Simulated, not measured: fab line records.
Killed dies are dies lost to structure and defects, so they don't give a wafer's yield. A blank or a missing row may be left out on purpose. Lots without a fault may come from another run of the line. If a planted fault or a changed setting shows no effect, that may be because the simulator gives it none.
Which tool did it? / flow n5Finfet / 9 lots, 25 wafers sampled, at 5 steps of a route of 1938

WHAT THE GAUGES SHOWED, per wafer
N5_BEOL_M0_INSPECT_127: inspects for defects (darkfield).
lot=L595; measured=day 6 05:55; on=defectInspect-02; rawDefectCount=64 48 83
lot=L597; measured=day 6 13:44; on=defectInspect-01; rawDefectCount=50 101 91
lot=L599; measured=day 7 03:39; on=defectInspect-01; rawDefectCount=46 44 49
lot=L600; measured=day 7 13:08; on=defectInspect-01; rawDefectCount=89 65 75
lot=L603; measured=day 8 01:58; on=defectInspect-01; rawDefectCount=96 113 52
lot=L605; measured=day 8 21:12; on=defectInspect-01; rawDefectCount=68 93 94
lot=L611; measured=day 9 23:27; on=defectInspect-02; rawDefectCount=3632 62
lot=L614; measured=day 10 19:14; on=defectInspect-02; rawDefectCount=3532 47
lot=L616; measured=day 11 14:21; on=defectInspect-01; rawDefectCount=71 87 91

TOOL THAT RAN EACH LOT (tool first, then ch and the chambers of the sampled wafers, then the start)
lot=L595; N5_BEOL_M0_CUTY_DESCUM_61=rieDiel-01 ch 0,1,3, day 5 17:31; N5_BEOL_M0_STRIP_142=rieDiel-04 ch 0,1,3, day 6 00:45; N5_BEOL_M0_ALD_136=aldMetal-02 ch 0,1,2, day 6 03:53; N5_BEOL_M0_CMP_120=cmp-01 ch 0,2,3, day 6 05:16
lot=L597; N5_BEOL_M0_CUTY_DESCUM_61=rieDiel-01 ch 0,1,3, day 6 08:11; N5_BEOL_M0_STRIP_142=rieDiel-04 ch 2,3, day 6 09:41; N5_BEOL_M0_ALD_136=aldMetal-01 ch 0,1,3, day 6 10:53; N5_BEOL_M0_CMP_120=cmp-01 ch 0,3, day 6 13:01
lot=L599; N5_BEOL_M0_CUTY_DESCUM_61=rieDiel-06 ch 0,1,3, day 6 23:04; N5_BEOL_M0_STRIP_142=rieDiel-06 ch 0,2,3, day 7 00:45; N5_BEOL_M0_ALD_136=aldMetal-02 ch 1,2,3, day 7 01:35; N5_BEOL_M0_CMP_120=cmp-04 ch 0,1,2, day 7 03:07
lot=L600; N5_BEOL_M0_CUTY_DESCUM_61=rieDiel-01 ch 0,2,3, day 7 07:53; N5_BEOL_M0_STRIP_142=rieDiel-04 ch 1,2,3, day 7 10:01; N5_BEOL_M0_ALD_136=aldMetal-01 ch 0,1,2, day 7 11:06; N5_BEOL_M0_CMP_120=cmp-02 ch 2,3, day 7 12:34
lot=L603; N5_BEOL_M0_CUTY_DESCUM_61=rieDiel-01 ch 1,2,3, day 7 21:10; N5_BEOL_M0_STRIP_142=rieDiel-06 ch 1,2,3, day 7 22:07; N5_BEOL_M0_ALD_136=aldMetal-04 ch 0,1,2, day 7 23:35; N5_BEOL_M0_CMP_120=cmp-02 ch 0,1,2, day 8 01:24
lot=L605; N5_BEOL_M0_CUTY_DESCUM_61=rieDiel-01 ch 0,2,3, day 8 07:02; N5_BEOL_M0_STRIP_142=rieDiel-06 ch 0,1, day 8 17:07; N5_BEOL_M0_ALD_136=aldMetal-02 ch 0,2,3, day 8 17:48; N5_BEOL_M0_CMP_120=cmp-04 ch 0,1, day 8 20:37
lot=L611; N5_BEOL_M0_CUTY_DESCUM_61=rieDiel-06 ch 0,2, day 9 15:09; N5_BEOL_M0_STRIP_142=rieDiel-04 ch 0,3, day 9 20:24; N5_BEOL_M0_ALD_136=aldMetal-01 ch 0,2, day 9 21:15; N5_BEOL_M0_CMP_120=cmp-02 ch 0,2, day 9 22:54
lot=L614; N5_BEOL_M0_CUTY_DESCUM_61=rieDiel-01 ch 3, day 10 12:02; N5_BEOL_M0_STRIP_142=rieDiel-06 ch 0,2, day 10 14:45; N5_BEOL_M0_ALD_136=aldMetal-01 ch 2, day 10 16:05; N5_BEOL_M0_CMP_120=cmp-02 ch 2, day 10 18:41
lot=L616; N5_BEOL_M0_CUTY_DESCUM_61=rieDiel-06 ch 0,2,3, day 11 05:28; N5_BEOL_M0_STRIP_142=rieDiel-06 ch 1,2,3, day 11 08:59; N5_BEOL_M0_ALD_136=aldMetal-04 ch 0,1,2, day 11 12:12; N5_BEOL_M0_CMP_120=cmp-04 ch 1,2,3, day 11 13:44
- N5_BEOL_M0_CUTY_DESCUM_61: chemistry O2, time 7.9 s.
- N5_BEOL_M0_STRIP_142: strips in N2/H2, time 10 s.
- N5_BEOL_M0_ALD_136: deposits TaN, pulse time 2 s, purge time 3 s, co reactant purge time 2 s.
- N5_BEOL_M0_CMP_120: polishes, stops on SiOC, t overpolish 6.9 s.

THE ANSWER, worked out from the rows above alone
Rule: what is usual is taken from the lots themselves. The widest of any qualifying gaps counts: lots, ordered by their means at a reading, are off when they make up no more than a third of the lots, leave a main group of 4 or more, and stand apart from it by 3 or more times the standard deviation of that group's means. A main group is skipped when, at the precision printed for the reading in the tables above, its means are all equal. A lot without any number at a reading at which 4 lots or more have one is off too. The other lots that the step has rows for count as sound.
Off: L611, L614 (N5_BEOL_M0_INSPECT_127, rawDefectCount). The main group: mean 75, standard deviation 13.
If a tool, at a process step before that reading, ran all the lots that are off and no sound lot after the first of them, it fits. The gauges at N5_BEOL_M0_INSPECT_127 are tried like those tools. Can't be told from this: 3 tools fit, aldMetal-01 at N5_BEOL_M0_ALD_136, cmp-02 at N5_BEOL_M0_CMP_120, defectInspect-02 at N5_BEOL_M0_INSPECT_127.

WHAT HAD BEEN PUT IN BY THE SIMULATOR
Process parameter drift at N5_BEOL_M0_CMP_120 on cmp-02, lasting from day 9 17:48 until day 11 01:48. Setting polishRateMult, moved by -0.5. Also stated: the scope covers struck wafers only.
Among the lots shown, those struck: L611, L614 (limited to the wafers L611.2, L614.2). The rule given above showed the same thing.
